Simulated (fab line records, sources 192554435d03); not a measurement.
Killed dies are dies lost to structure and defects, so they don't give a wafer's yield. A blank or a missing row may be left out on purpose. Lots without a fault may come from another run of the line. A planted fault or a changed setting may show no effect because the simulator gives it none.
fab line records | flow n5_finfet
record lots=9 wafers=26 last_day=17
route steps=1938 shown PMOS_HMC_CHANNEL_EPI@70 FIN_SAQP@94 BEOL_M4@1111 PASSIVATION@1936
lots that met no fault: from a run of the same line without faults
start_h: hours from the record's first day to the start of the lot's first wafer shown | wait_h: hours since the lot's step before | " the same as in the row above | L1.1+2: a row that stands for several wafers | - no value, or no start given | * or withheld: withheld | < > ~ a bound
route shown NAME@n: a module of which the file shows steps, and the number in the route of the first | usual: mean/standard deviation of fault-free wafers | same: alike in all rows | chamber/n: place in a boat | sites: the reading at each site | _std_site: their standard deviation | _edge_site: outer sites' mean less inner sites' | radius_mm: how far each site lies from the wafer's centre | mask NAME#n: copy n | behind: the tool/chamber that last shaped the wafer | hold: why the lot was held/for how many hours/how that ended | device: the transistor (n, p or np) that didn't switch | end of line: the same wafers' tests at the end of the route | a step without rows: its recipe alone | killed: dies lost to structure and defects at the first sort, not the wafer's yield | map: a wafer's dies, x killed, . not, _ none there
set.NAME: the setting as run; set.NAME@STEP: as run at that earlier step | model.NAME: the simulator's own value behind a step, which no gauge read
steps of the route over a sample of lots; a table a step, a row a wafer
services: from which hour (start_h, from the record's first day; less than 0 if before it) a tool's chamber was out of use, for how many hours, and why
## steps
# step N5_PMOS_HMC_CHANNEL_EPI_HM_OPEN_15
# recipe chemistry=CHF3/O2 target=SiO2 mask_material=CAR-ArF-block target_depth_a=406 CHF3_flow_sccm=50 O2_flow_sccm=5 Ar_flow_sccm=200 time_s=20.3 pressure_mtorr=30 source_w=650 bias_w=170 ion_energy_ev=200
# usual drypump_motor_current_A=5.7/0.38 oes_product_au=0.76/0.052 rf_vpp_V=524/17 showerhead_plenum_p_Torr=2.40/0.073 throttle_valve_pct=18.96/0.27
# columns lot.wafer tool chamber start_h wait_h drypump_motor_current_A oes_product_au rf_hours_counter_h rf_vpp_V showerhead_plenum_p_Torr throttle_valve_pct
L537.1 rie_diel-02 2 41.53 0.0 5.2 0.73 152 529 2.39 18.98
L537.4 " 1 " " 5.8 0.68 239 532 2.38 19.03
L537.6 " 1 " " 5.8 0.68 - 534 2.38 19.02
L538.1 rie_diel-02 1 47.71 0.0 5.8 0.68 242 534 2.38 19.03
L538.2 " 0 " " 6.2 0.75 155 500 2.43 19.35
L538.3 " 3 " " 5.3 0.85 46 529 2.45 18.42
L540.1 rie_diel-02 0 60.58 0.0 6.2 0.75 160 500 2.43 19.35
L540.5 " 0 " " 6.2 0.75 - 501 2.43 19.36
L540.6 " 3 " " 5.4 0.85 - 528 2.44 18.45
L541.1 rie_diel-02 2 65.17 0.0 5.1 0.74 159 529 2.39 18.97
L541.3 " 1 " " 5.8 0.67 247 535 2.38 19.03
L541.5 " 3 " " 5.4 0.84 - 528 2.44 18.45
L543.3 rie_diel-01 0 77.49 0.0 5.6 0.73 207 543 2.38 18.75
L543.6 " 1 " " 5.5 0.76 - 505 2.45 19.24
L546.1 rie_diel-02 0 95.34 0.0 6.3 0.75 171 501 2.43 19.38
L546.2 " 2 " " 5.1 0.73 169 528 2.39 18.99
L546.3 " 3 " " 5.4 0.84 62 529 2.44 18.45
L553.2 rie_diel-01 3 138.95 0.0 5.4 0.73 159 531 2.42 18.97
L553.3 " 2 " " 6.3 0.78 139 548 2.30 18.76
L553.5 " 2 " " 6.3 0.78 - 548 2.30 18.74
L555.2 rie_diel-02 3 149.98 0.0 5.3 0.81 81 529 2.43 18.49
L555.3 " 1 " " 5.8 0.96 13 534 2.37 18.70
L555.6 " 3 " " 5.3 0.81 - 526 2.43 18.51
L556.1 rie_diel-03 0 155.55 0.0 5.7 0.72 177 549 2.47 18.83
L556.3 " 3 " " 5.7 0.75 183 493 2.30 18.92
L556.6 " 0 " " 5.7 0.72 - 549 2.47 18.83
# step N5_PMOS_HMC_CHANNEL_EPI_FIN_RECESS_16
# recipe chemistry=HBr/Cl2 target=Si mask_material=SiO2 target_depth_a=540 time_s=18 pressure_mtorr=10 icp_w=800 bias_w=75 HBr_flow_sccm=150 Cl2_flow_sccm=80
# usual drypump_motor_current_A=5.9/0.41 mfc_cl2_sccm=80.03/0.24 oes_product_au=1.013/0.014 throttle_valve_pct=35.6/0.44
# columns lot.wafer tool chamber start_h wait_h drypump_motor_current_A mfc_cl2_sccm oes_product_au rf_hours_counter_h throttle_valve_pct
L537.1 rie_si-01 1 41.93 0.0 5.6 79.60 1.014 158 35.9
L537.4 " 0 " " 6.0 79.99 1.029 144 35.6
L537.6 " 1 " " 5.6 80.00 1.010 - 35.9
L538.1 rie_si-01 3 48.09 0.0 5.6 80.07 1.028 142 35.7
L538.2 " 1 " " 5.6 79.87 1.010 158 35.9
L538.3 " 2 " " 5.8 80.20 1.023 162 34.9
L540.1 rie_si-06 1 60.99 0.0 6.7 79.80 1.015 60 36.2
L540.5 " 3 " " 5.2 79.90 1.015 - 35.4
L540.6 " 2 " " 5.8 80.04 0.983 - 35.8
L541.1 rie_si-02 3 65.58 0.0 6.4 80.06 1.007 36 36.0
L541.3 " 0 " " 5.5 80.43 0.985 9 35.1
L541.5 " 0 " " 5.5 80.28 0.984 - 35.1
L543.3 rie_si-01 1 77.89 0.0 5.6 80.29 1.025 159 35.9
L543.6 " 0 " " 6.0 79.72 1.031 - 35.6
L546.1 rie_si-01 0 95.72 0.0 6.0 79.95 1.019 145 35.7
L546.2 " 2 " " 5.9 80.56 1.015 163 34.9
L546.3 " 1 " " 5.6 79.95 1.011 159 35.9
L553.2 rie_si-06 2 139.33 0.0 5.8 79.96 0.986 184 35.8
L553.3 " 3 " " 5.3 80.02 0.995 18 35.5
L553.5 " 3 " " 5.3 79.73 1.002 - 35.5
L555.2 rie_si-06 1 150.36 0.0 6.7 80.19 1.016 61 36.2
L555.3 " 0 " " 6.6 79.15 1.019 116 36.4
L555.6 " 1 " " 6.7 80.41 1.015 - 36.2
L556.1 rie_si-02 2 155.93 0.0 5.6 80.06 1.018 179 35.6
L556.3 " 3 " " 6.4 80.06 1.012 38 36.0
L556.6 " 1 " " 6.3 80.04 0.993 - 34.7
# step N5_FIN_SAQP_ALD_61
# recipe material=SiO2 target_thk_a=40 temp_c=300 ald_precursor_family=BDEAS ald_co_reactant=O2-plasma pulse_time_s=1 purge_time_s=2 co_reactant_purge_time_s=2 ald_cycles=43 pressure_torr=2
# usual heater_power_w=470/64 precursor_pulse_height_rel=1.002/0.02
# columns lot.wafer tool chamber start_h wait_h heater_power_w precursor_pulse_height_rel since_wet_clean_h
L537.1 ald_sin-04 1 44.45 0.0 493 1.010 24
L537.4 " 2 " " 523 1.018 24
L537.6 " 2 " " 521 0.985 -
L538.1 ald_sin-04 2 50.56 0.0 532 0.995 30
L538.2 " 3 " " 371 0.988 30
L538.3 " 1 " " 485 0.982 30
L540.1 ald_sin-04 2 63.81 0.0 528 1.013 43
L540.5 " 0 " " 465 0.996 -
L540.6 " 1 " " 488 0.997 -
L541.1 ald_sin-01 1 68.06 0.1 522 0.932 256
L541.3 " 2 " " 607 0.999 256
L541.5 " 1 " " 513 1.031 -
L543.3 ald_sin-01 1 80.40 0.0 515 0.986 268
L543.6 " 2 " " 591 0.972 -
L546.1 ald_sin-04 1 100.35 2.1 486 1.000 80
L546.2 " 2 " " 530 0.978 80
L546.3 " 0 " " 470 0.976 80
L553.2 ald_sin-04 3 141.78 0.1 370 0.991 121
L553.3 " 2 " " 515 0.997 121
L553.5 " 1 " " 495 1.019 -
L555.2 ald_sin-03 2 153.60 0.8 427 0.999 249
L555.3 " 3 " " 482 1.000 249
L555.6 " 2 " " 422 1.013 -
L556.1 ald_sin-04 1 158.62 0.2 486 0.981 138
L556.3 " 2 " " 522 1.013 138
L556.6 " 1 " " 479 1.026 -
# step N5_FIN_SAQP_PECVD_48
# recipe material=SiNx target_thk_a=250 temp_c=400 precursor=SiH4/NH3/N2 pressure_torr=1.5 rf_w=300 time_s=22.1
# usual chamber_pressure_Torr=1.500/0.0032 heater_power_outer_w=461/56 heater_power_w=759/70 showerhead_plenum_p_Torr=5.13/0.062 throttle_valve_pct=39.5/1.6
# columns lot.wafer tool chamber start_h wait_h chamber_pressure_Torr heater_power_outer_w heater_power_w showerhead_plenum_p_Torr since_wet_clean_h throttle_valve_pct
L537.1 pecvd-03 1 45.20 0.0 1.506 474 731 5.08 1837 38.8
L537.4 " 0 " " 1.504 463 730 5.09 - 39.4
L537.6 " 2 " " 1.501 541 917 5.09 - 38.0
L538.1 pecvd-02 0 51.14 0.0 1.501 406 735 5.14 936 43.3
L538.2 " 2 " " 1.497 428 782 5.16 168 38.3
L538.3 " 1 " " 1.497 491 807 5.21 1661 40.3
L540.1 pecvd-03 0 64.39 0.0 - - - - - -
L540.5 " 2 " " - - - - - -
L540.6 " 0 " " - - - - - -
L541.1 pecvd-03 0 68.74 0.0 - - - - - -
L541.3 " 2 " " - - - - - -
L541.5 " 2 " " - - - - - -
L543.3 pecvd-03 1 80.98 0.0 1.498 445 710 5.07 1872 38.9
L543.6 " 0 " " 1.497 497 781 5.09 - 39.3
L546.1 pecvd-03 1 100.93 0.0 1.499 495 762 5.08 1892 38.7
L546.2 " 0 " " 1.498 504 826 5.08 1167 39.7
L546.3 " 2 " " 1.501 491 837 5.09 403 38.2
L553.2 pecvd-03 2 142.37 0.0 1.494 533 877 5.08 444 38.4
L553.3 " 0 " " 1.500 531 813 5.07 1209 39.4
L553.5 " 0 " " 1.498 510 827 5.07 - 39.7
L555.2 pecvd-01 0 154.43 0.0 1.501 377 666 5.22 677 37.3
L555.3 " 2 " " 1.500 515 813 5.18 - 40.4
L555.6 " 2 " " 1.498 516 807 5.18 - 40.2
L556.1 pecvd-03 2 159.30 0.0 1.502 553 904 5.10 461 38.8
L556.3 " 0 " " 1.506 456 743 5.11 1226 39.7
L556.6 " 2 " " 1.498 540 907 5.11 - 38.9
# step N5_FIN_SAQP_ETCH_57
# recipe chemistry=CH3F/O2 target=SiNx mask_material=SiO2 target_depth_a=325 time_s=46.4 pressure_mtorr=30 source_w=395 bias_w=73 Ar_flow_sccm=150 CH3F_flow_sccm=30 O2_flow_sccm=20 ion_energy_ev=120 ends=cleared
# usual drypump_motor_current_A=5.6/0.48 etch_rf_on_time_s=46.6/1.4 oes_product_au=0.64/0.054 rf_vpp_V=298/13 showerhead_plenum_p_Torr=2.03/0.064 throttle_valve_pct=16.41/0.23
# columns lot.wafer tool chamber start_h wait_h drypump_motor_current_A etch_rf_on_time_s oes_product_au rf_hours_counter_h rf_vpp_V showerhead_plenum_p_Torr throttle_valve_pct
L537.1 rie_diel-06 0 49.09 0.2 5.7 46.1 0.69 83 320 2.03 16.09
L537.4 " 2 " " 6.1 45.1 0.68 132 297 2.09 15.90
L537.6 " 0 " " 5.7 47.8 0.69 - 320 2.03 16.08
L538.1 rie_diel-05 1 54.21 0.3 5.2 45.8 0.63 204 307 2.07 16.58
L538.2 " 3 " " 5.6 47.3 0.58 221 275 1.88 16.36
L538.3 " 0 " " 6.0 44.8 0.67 147 305 2.08 16.10
L540.1 rie_diel-05 1 67.42 0.1 5.2 6.0 0.28 208 306 2.07 16.51
L540.5 " 3 " " 5.6 6.0 0.27 - 274 1.87 16.35
L540.6 " 2 " " 6.3 6.0 0.33 - 278 2.13 16.23
L541.1 rie_diel-04 3 71.85 0.1 5.4 6.0 0.27 227 296 2.00 16.54
L541.3 " 1 " " 5.1 6.0 0.27 189 290 2.07 16.62
L541.5 " 3 " " 5.4 6.0 0.26 - 294 2.00 16.55
L543.3 rie_diel-05 2 83.94 0.0 6.4 46.1 0.73 63 278 2.13 16.27
L543.6 " 0 " " 6.1 45.6 0.67 - 305 2.07 16.12
L546.1 rie_diel-06 3 104.48 0.0 5.8 44.1 0.67 163 312 2.01 16.55
L546.2 " 0 " " 5.7 46.3 0.68 103 318 2.02 16.12
L546.3 " 1 " " 6.1 48.1 0.60 198 308 2.00 16.42
L553.2 rie_diel-04 1 145.75 0.1 5.1 46.9 0.60 217 289 2.06 16.73
L553.3 " 2 " " 4.8 47.6 0.59 227 306 2.05 16.67
L553.5 " 2 " " 4.8 47.8 0.59 - 305 2.05 16.68
L555.2 rie_diel-04 2 157.51 0.1 4.8 46.0 0.59 232 305 2.05 16.69
L555.3 " 1 " " 5.1 47.5 0.59 223 290 2.06 16.76
L555.6 " 0 " " 5.9 44.6 0.84 - 287 1.97 16.01
L556.1 rie_diel-06 2 162.03 0.0 6.1 45.5 0.65 163 298 2.08 15.96
L556.3 " 0 " " 5.7 47.9 0.65 125 318 2.01 16.16
L556.6 " 1 " " 6.1 49.0 0.59 - 307 1.99 16.43
# step N5_FIN_SAQP_CD_MEAS_31
# recipe target_cd_nm=8 landing_energy_ev=1000 detector=se_inlens polarity=line
# usual cd_nm=8.18/0.24
# columns lot.wafer tool chamber start_h wait_h cd_nm
L537.1 cd_sem-03 0 50.65 0.1 7.90
L537.4 " 0 " " 7.90
L537.6 " 0 " " 7.97
L538.1 cd_sem-02 0 55.76 0.1 8.19
L538.2 " 0 " " 8.59
L538.3 " 0 " " 8.52
L540.1 cd_sem-03 0 68.94 0.1 -
L540.5 " 0 " " -
L540.6 " 0 " " -
L541.1 cd_sem-03 0 74.28 0.1 -
L541.3 " 0 " " -
L541.5 " 0 " " -
L543.3 cd_sem-02 0 85.72 0.1 8.34
L543.6 " 0 " " 7.99
L546.1 cd_sem-02 0 106.00 0.1 8.12
L546.2 " 0 " " 8.30
L546.3 " 0 " " 7.77
L553.2 cd_sem-02 0 147.38 0.1 7.80
L553.3 " 0 " " 8.43
L553.5 " 0 " " 7.79
L555.2 cd_sem-02 0 159.26 0.1 8.30
L555.3 " 0 " " 8.03
L555.6 " 0 " " 8.24
L556.1 cd_sem-03 0 163.56 0.1 7.84
L556.3 " 0 " " 7.92
L556.6 " 0 " " 7.95
# step N5_BEOL_M4_RC_MEAS_101
# usual DIBL_N=37.5/2 DIBL_P=37.5/2.5 IOFF_N=0.18/0.042 IOFF_P=0.24/0.046 ION_N=677/15 ION_P=464/9.5 SS_N=72.0/0.76 SS_P=73.6/0.79 VT_N=249/3.5 VT_P=-249/3.2
# columns lot.wafer tool chamber start_h wait_h DIBL_N[mV/V] DIBL_P[mV/V] IOFF_N[nA/um] IOFF_P[nA/um] ION_N[uA/um] ION_P[uA/um] SS_N[mV/dec] SS_P[mV/dec] VT_N[mV] VT_P[mV]
L537.1 prober-02 0 182.55 0.0 36.5 34.2 0.13 0.21 670 468 71.2 73.3 254 -247
L537.4 " 0 " " 37.0 36.7 0.15 0.26 658 464 71.2 73.5 250 -248
L537.6 " 0 " " 39.3 37.7 0.18 0.26 680 470 72.3 73.6 247 -245
L538.1 prober-01 0 195.03 0.0 34.2 34.4 0.15 0.18 682 471 72.3 73.2 253 -254
L538.2 " 0 " " 36.0 37.9 0.18 0.24 670 457 72.0 73.3 247 -249
L538.3 " 0 " " 36.8 38.0 0.20 0.23 687 464 72.0 74.3 247 -251
L543.3 prober-01 0 225.20 0.3 33.9 33.9 0.13 0.18 653 454 71.4 73.0 253 -251
L543.6 " 0 " " 38.4 39.7 0.24 0.28 680 467 72.7 75.1 249 -246
L546.1 prober-02 0 247.20 0.0 39.4 39.6 0.22 0.23 676 457 72.2 74.0 248 -252
L546.2 " 0 " " 39.2 39.9 0.21 0.25 680 460 72.6 74.8 247 -249
L546.3 " 0 " " 34.6 34.0 0.14 0.17 663 448 71.4 72.7 252 -254
L553.2 prober-01 0 290.64 0.2 34.4 32.8 0.13 0.20 667 465 71.4 72.4 251 -249
L553.3 " 0 " " 42.0 42.2 0.33 0.38 704 485 73.0 74.2 238 -242
L553.5 " 0 " " 38.8 37.2 0.20 0.25 686 470 72.1 74.1 248 -247
L555.2 prober-01 0 305.41 0.2 39.4 39.4 0.22 0.25 683 457 72.8 74.8 244 -249
L555.3 " 0 " " 34.4 34.4 0.12 0.18 672 465 71.4 73.1 251 -254
L555.6 " 0 " " 39.7 40.4 0.23 0.28 697 474 72.3 74.5 241 -249
L556.1 prober-02 0 307.06 0.0 37.1 36.8 0.19 0.20 668 454 72.8 73.0 248 -253
L556.3 " 0 " " 35.2 35.5 0.13 0.18 659 452 71.5 73.1 251 -253
L556.6 " 0 " " 38.5 38.6 0.20 0.23 673 457 72.3 74.2 248 -249
# step N5_PASSIVATION_PROBE_49
# usual defect_limited_yield=91.8/1.5 killed_at_M0_to_M3=33/11 killed_at_M4_up=13/5 killed_at_contacts=11/5.6 killed_at_front_end=36/12 killed_at_other=3.4/2.5 killed_dies=97/18 killed_on_rim=12/4.2 killed_open=64/13 killed_short=31/6.9 sort_bin_4_leakage=0.01/0.048 sort_bin_5_function=4.8/1 sort_bin_6_memory=3.1/0.64 sort_n_pass=1083/18 sort_yield_pct=91.8/1.5
# same gross_dies=1180 killed_at_back_side=0 sort_bin_8_speed[%]=0
# columns lot.wafer tool chamber start_h wait_h defect_limited_yield[%] killed_at_M0_to_M3 killed_at_M4_up killed_at_contacts killed_at_front_end killed_at_other killed_dies killed_on_rim killed_open killed_short sort_bin_4_leakage[%] sort_bin_5_function[%] sort_bin_6_memory[%] sort_n_pass sort_yield_pct[%]
L537.1 prober-01 - 289.89 0.0 91.7 37 2 10 46 3 98 20 68 30 0 4.0 4.1 1082 91.7
L537.4 prober-01 - 290.04 0.2 91.8 27 10 13 45 2 97 12 62 34 0 5.1 2.8 1083 91.8
L537.6 prober-01 - 290.14 0.3 93.5 24 5 13 33 2 77 8 50 26 0 4.0 2.5 1103 93.5
L538.1 prober-01 - 296.24 0.0 91.0 43 15 4 36 8 106 13 66 40 0 6.1 2.4 1074 91.0
L538.2 prober-01 - 296.29 0.1 91.4 57 11 3 25 6 102 16 76 26 0 5.3 3.1 1078 91.4
L538.3 prober-01 - 296.34 0.1 92.2 37 13 5 36 1 92 11 59 32 0 4.5 3.1 1088 92.2
L540.1 prober-02 - 311.83 0.0 0 4 1 3 1171 1 1180 152 9 6 0 71.4 3.3 0 0
L540.5 prober-02 - 312.03 0.2 0 5 2 0 1173 0 1180 152 9 10 0 74.1 3.1 0 0
L540.6 prober-02 - 312.08 0.3 0 4 4 5 1166 1 1180 152 17 4 0 72.4 3.1 0 0
L543.3 prober-01 - 325.55 0.1 92.8 24 23 11 27 0 85 12 51 32 0 4.3 2.8 1095 92.8
L543.6 prober-01 - 325.70 0.3 92.5 19 22 9 37 2 89 16 64 24 0 4.0 3.4 1091 92.5
L546.1 prober-02 - 347.92 0.0 90.2 31 10 24 49 2 116 20 71 41 0 5.8 3.7 1064 90.2
L546.2 prober-02 - 347.97 0.1 90.1 40 19 20 37 1 117 9 83 34 0 6.4 3.3 1063 90.1
L546.3 prober-02 - 348.02 0.1 92.0 34 8 20 27 5 94 12 66 26 0 4.6 3.4 1086 92.0
L553.2 prober-02 - 393.83 0.1 93.6 17 4 7 46 1 75 9 48 26 0 3.6 2.4 1105 93.6
L553.3 prober-02 - 393.88 0.1 91.0 41 16 9 39 1 106 8 73 31 0.51 5.0 3.7 1068 90.5
L553.5 prober-02 - 393.98 0.2 93.0 23 8 12 37 3 83 5 51 29 0 4.0 2.8 1097 93.0
L555.2 prober-02 - 409.43 0.1 93.3 36 4 10 29 0 79 17 51 28 0 4.1 2.5 1101 93.3
L555.3 prober-02 - 409.48 0.1 93.1 26 20 3 33 0 82 12 57 24 0 3.7 2.9 1098 93.1
L555.6 prober-02 - 409.63 0.3 90.9 38 17 13 39 0 107 11 80 27 0 5.2 3.9 1073 90.9
L556.1 prober-01 - 409.45 0.0 91.7 36 12 11 35 4 98 15 63 33 0 5.3 2.9 1082 91.7
L556.3 prober-01 - 409.55 0.1 89.6 48 14 3 52 6 123 16 85 38 0 6.0 4.2 1057 89.6
L556.6 prober-01 - 409.70 0.3 89.8 56 21 10 24 9 120 8 77 41 0 6.0 3.9 1060 89.8
# killed by level:class
L537.1 FIN_SAQP:geometric_particle:open=15 BEOL_M1:geometric_particle:open=10 FIN_SAQP:geometric_particle:short=8 MOL_CONTACT_COAG:geometric_particle:open=8 BEOL_M3:geometric_particle:open=8 STI_FIN_REVEAL:geometric_particle:open=5 BEOL_M0_SAQP:geometric_particle:open=5 BEOL_M0_SAQP:geometric_particle:short=5
L537.4 MOL_CONTACT_COAG:geometric_particle:open=13 FIN_SAQP:geometric_particle:open=10 GATE_CUT:geometric_particle:short=8 STI_FIN_REVEAL:geometric_particle:open=6 BEOL_M0_SAQP:geometric_particle:short=6 BEOL_M0_SAQP:geometric_particle:open=6 BEOL_M2:geometric_particle:open=6 STARTING-WAFER:geometric_particle:short=5
L537.6 MOL_CONTACT_COAG:geometric_particle:open=11 BEOL_M0_SAQP:geometric_particle:short=8 FIN_SAQP:geometric_particle:short=7 FIN_SAQP:geometric_particle:open=6 BEOL_M0_SAQP:geometric_particle:open=6 GATE_CUT:geometric_particle:open=5 BEOL_M3:geometric_particle:open=4 STI_FIN_REVEAL:geometric_particle:open=3
L538.1 BEOL_M2:geometric_particle:open=12 BEOL_M4:geometric_particle:open=12 BEOL_M3:geometric_particle:open=9 FIN_SAQP:geometric_particle:open=8 BEOL_M0_SAQP:geometric_particle:short=7 BEOL_M1:geometric_particle:open=6 FIN_SAQP:geometric_particle:short=5 GATE_CUT:geometric_particle:short=4
L538.2 BEOL_M0_SAQP:geometric_particle:open=19 BEOL_M2:geometric_particle:open=14 BEOL_M3:geometric_particle:open=10 BEOL_M0_SAQP:geometric_particle:short=8 FIN_SAQP:geometric_particle:open=6 STARTING-WAFER:geometric_particle:short=4 FIN_SAQP:geometric_particle:short=3 STI_FIN_REVEAL:geometric_particle:open=3
L538.3 BEOL_M3:geometric_particle:open=11 BEOL_M0_SAQP:geometric_particle:short=8 STI_FIN_REVEAL:geometric_particle:open=7 BEOL_M0_SAQP:geometric_particle:open=6 FIN_SAQP:geometric_particle:open=5 STI_FIN_REVEAL:geometric_particle:short=5 MOL_CONTACT_COAG:geometric_particle:open=4 BEOL_M3:geometric_particle:short=4
L540.1 FIN_SAQP:lost_pattern=1163 MOL_CONTACT_COAG:geometric_particle:open=2 BEOL_M0_SAQP:geometric_particle:open=2 FIN_SAQP:area_pecvd=2 FIN_SAQP:geometric_particle:open=1 DUMMY_GATE:geometric_particle:short=1 ILD0:geometric_particle:short=1 GATE_CUT:geometric_particle:short=1
L540.5 FIN_SAQP:lost_pattern=1157 GATE_CUT:geometric_particle:short=5 FIN_SAQP:area_pecvd=4 DUMMY_GATE:geometric_particle:open=2 BEOL_M0_SAQP:geometric_particle:short=2 BEOL_M0_SAQP:geometric_particle:open=2 FIN_SAQP:geometric_particle:short=1 FIN_SAQP:geometric_particle:open=1
L540.6 FIN_SAQP:lost_pattern=1150 FIN_SAQP:area_pecvd=9 MOL_CONTACT_COAG:geometric_particle:open=4 BEOL_M0_SAQP:geometric_particle:open=3 GATE_CUT:geometric_particle:open=2 BEOL_M4:geometric_particle:open=2 FIN_SAQP:geometric_particle:short=1 FIN_SAQP:geometric_particle:open=1
L543.3 MOL_CONTACT_COAG:geometric_particle:open=8 BEOL_M4:geometric_particle:open=8 BEOL_M0_SAQP:geometric_particle:short=7 FIN_SAQP:geometric_particle:open=6 BEOL_M0_SAQP:geometric_particle:open=5 BEOL_M2:geometric_particle:open=5 BEOL_M4:geometric_particle:short=5 STARTING-WAFER:geometric_particle:open=5
L543.6 DUMMY_GATE:geometric_particle:open=8 MOL_CONTACT_COAG:geometric_particle:open=8 BEOL_M4:geometric_particle:open=8 FIN_SAQP:geometric_particle:open=7 BEOL_M1:geometric_particle:open=5 BEOL_M3:geometric_particle:open=5 STI_FIN_REVEAL:geometric_particle:open=4 STI_FIN_REVEAL:geometric_particle:short=4
L546.1 BEOL_M0_SAQP:geometric_particle:open=14 MOL_CONTACT_COAG:geometric_particle:short=12 MOL_CONTACT_COAG:geometric_particle:open=11 DUMMY_GATE:geometric_particle:open=7 BEOL_M0_SAQP:geometric_particle:short=7 GATE_CUT:geometric_particle:short=6 FIN_SAQP:geometric_particle:short=5 STI_FIN_REVEAL:geometric_particle:open=5
L546.2 MOL_CONTACT_COAG:geometric_particle:open=16 BEOL_M0_SAQP:geometric_particle:open=10 FIN_SAQP:geometric_particle:open=9 DUMMY_GATE:geometric_particle:open=8 BEOL_M3:geometric_particle:open=7 BEOL_M0_SAQP:geometric_particle:short=6 BEOL_M2:geometric_particle:open=6 BEOL_M4:geometric_particle:open=6
L546.3 MOL_CONTACT_COAG:geometric_particle:open=15 BEOL_M0_SAQP:geometric_particle:short=11 BEOL_M0_SAQP:geometric_particle:open=8 DUMMY_GATE:geometric_particle:open=7 BEOL_M1:geometric_particle:open=6 BEOL_M2:geometric_particle:open=6 STARTING-WAFER:geometric_particle:open=5 SPACER0:geometric_particle:open=3
L553.2 FIN_SAQP:geometric_particle:short=9 STI_FIN_REVEAL:geometric_particle:open=9 MOL_CONTACT_COAG:geometric_particle:open=6 STARTING-WAFER:geometric_particle:open=6 SPACER0:geometric_particle:open=4 BEOL_M1:geometric_particle:open=4 BEOL_M2:geometric_particle:open=4 DUMMY_GATE:geometric_particle:short=3
L553.3 STI_FIN_REVEAL:geometric_particle:open=16 BEOL_M1:geometric_particle:open=13 BEOL_M0_SAQP:geometric_particle:short=7 MOL_CONTACT_COAG:geometric_particle:open=7 BEOL_M5:geometric_particle:open=6 FIN_SAQP:geometric_particle:open=5 BEOL_M0_SAQP:geometric_particle:open=5 BEOL_M1:geometric_particle:short=5
L553.5 MOL_CONTACT_COAG:geometric_particle:open=11 STI_FIN_REVEAL:geometric_particle:open=10 BEOL_M1:geometric_particle:open=8 BEOL_M0_SAQP:geometric_particle:short=6 FIN_SAQP:geometric_particle:open=5 GATE_CUT:geometric_particle:short=5 STI_FIN_REVEAL:geometric_particle:short=4 BEOL_M2:geometric_particle:open=4
L555.2 MOL_CONTACT_COAG:geometric_particle:open=9 FIN_SAQP:geometric_particle:short=8 BEOL_M1:geometric_particle:open=7 BEOL_M0:geometric_particle:open=5 BEOL_M2:geometric_particle:open=5 BEOL_M3:geometric_particle:open=5 STI_FIN_REVEAL:geometric_particle:open=4 GATE_CUT:geometric_particle:short=4
L556.1 BEOL_M2:geometric_particle:open=11 STI_FIN_REVEAL:geometric_particle:open=10 MOL_CONTACT_COAG:geometric_particle:open=10 BEOL_M0_SAQP:geometric_particle:short=8 BEOL_M3:geometric_particle:open=7 STARTING-WAFER:geometric_particle:short=6 FIN_SAQP:geometric_particle:open=4 BEOL_M1:geometric_particle:open=4
L555.3 BEOL_M4:geometric_particle:open=11 STI_FIN_REVEAL:geometric_particle:open=8 BEOL_M2:geometric_particle:open=8 BEOL_M3:geometric_particle:short=5 STARTING-WAFER:geometric_particle:open=5 FIN_SAQP:geometric_particle:open=4 BEOL_M0_SAQP:geometric_particle:open=4 FIN_SAQP:geometric_particle:short=3
L556.3 FIN_SAQP:geometric_particle:open=23 BEOL_M1:geometric_particle:open=16 FIN_SAQP:geometric_particle:short=10 BEOL_M0_SAQP:geometric_particle:open=8 BEOL_M2:geometric_particle:open=8 BEOL_M0_SAQP:geometric_particle:short=6 DUMMY_GATE:geometric_particle:open=4 BEOL_M3:geometric_particle:open=4
L555.6 BEOL_M2:geometric_particle:open=11 BEOL_M4:geometric_particle:open=11 FIN_SAQP:geometric_particle:short=10 MOL_CONTACT_COAG:geometric_particle:open=10 DUMMY_GATE:geometric_particle:open=10 BEOL_M3:geometric_particle:open=7 STI_FIN_REVEAL:geometric_particle:open=6 BEOL_M1:geometric_particle:open=6
L556.6 BEOL_M2:geometric_particle:open=15 BEOL_M1:geometric_particle:open=10 BEOL_M0_SAQP:geometric_particle:open=10 BEOL_M3:geometric_particle:short=10 BEOL_M0_SAQP:geometric_particle:short=7 FIN_SAQP:geometric_particle:open=6 MOL_CONTACT_COAG:geometric_particle:open=6 BEOL_M4:geometric_particle:open=6
## services
# columns tool chamber start_h hours kind
rie_si-01 0 24.08 8.2 repair
rie_diel-05 - 32.25 0.4 repair
rie_diel-01 0 35.44 40.3 repair
ald_sin-01 - 37.71 4.5 repair
rie_si-06 1 39.84 10.2 repair
ald_sin-04 - 42.14 1.2 repair
ald_sin-01 3 42.70 7.5 repair
rie_diel-01 3 44.23 9.5 repair
rie_diel-01 2 53.35 6.5 repair
rie_si-02 - 53.90 4.3 repair
rie_si-06 0 54.70 11.8 repair
rie_diel-04 0 55.45 12.6 repair
rie_si-01 2 66.03 18.4 repair
ald_sin-04 - 72.06 1.7 repair
rie_si-06 1 78.56 15.7 repair
rie_diel-06 1 80.31 8.1 repair
rie_diel-06 0 81.71 7.0 repair
rie_diel-06 3 86.99 2.4 repair
rie_diel-06 2 88.53 27.7 repair
rie_si-02 - 89.12 0.6 repair
pecvd-03 - 122.85 0.5 repair
rie_si-01 - 124.96 15.6 pm
rie_si-01 2 147.21 3.1 repair
rie_si-02 0 151.61 12.7 repair
## key
first_sign step=N5_FIN_SAQP_PECVD_48 reading=tool_record direction=missing
effect step=N5_FIN_SAQP_ETCH_57 reading=etch_rf_on_time_s direction=down sigmas=28 usual=* struck=*
effect step=N5_FIN_SAQP_CD_MEAS_31 reading=cd_nm direction=missing
effect step=N5_PASSIVATION_PROBE_49 reading=killed_at_front_end direction=up sigmas=94 usual=36 struck=1170
met_at N5_FIN_SAQP_PECVD_48
struck_lots L540,L541
rows_end L541.1,L541.3,L541.5
later_rows_left_out L540.1,L540.5,L540.6
not_acting_at N5_PMOS_HMC_CHANNEL_EPI_HM_OPEN_15,N5_PMOS_HMC_CHANNEL_EPI_FIN_RECESS_16,N5_FIN_SAQP_ALD_61
onset_between 45.20 64.39
fault kind=skipped_step_whole tool=pecvd-03 chamber=- onset_h=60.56 steps=N5_FIN_SAQP_PECVD_48 scope=struck_lots_only
# later_rows_left_out: the simulator's readings of these wafers behind a module that went badly wrong aren't trusted and aren't shown, but for the sort
# rows_end: these wafers met a further fault down the route, and their rows from its step on are left out
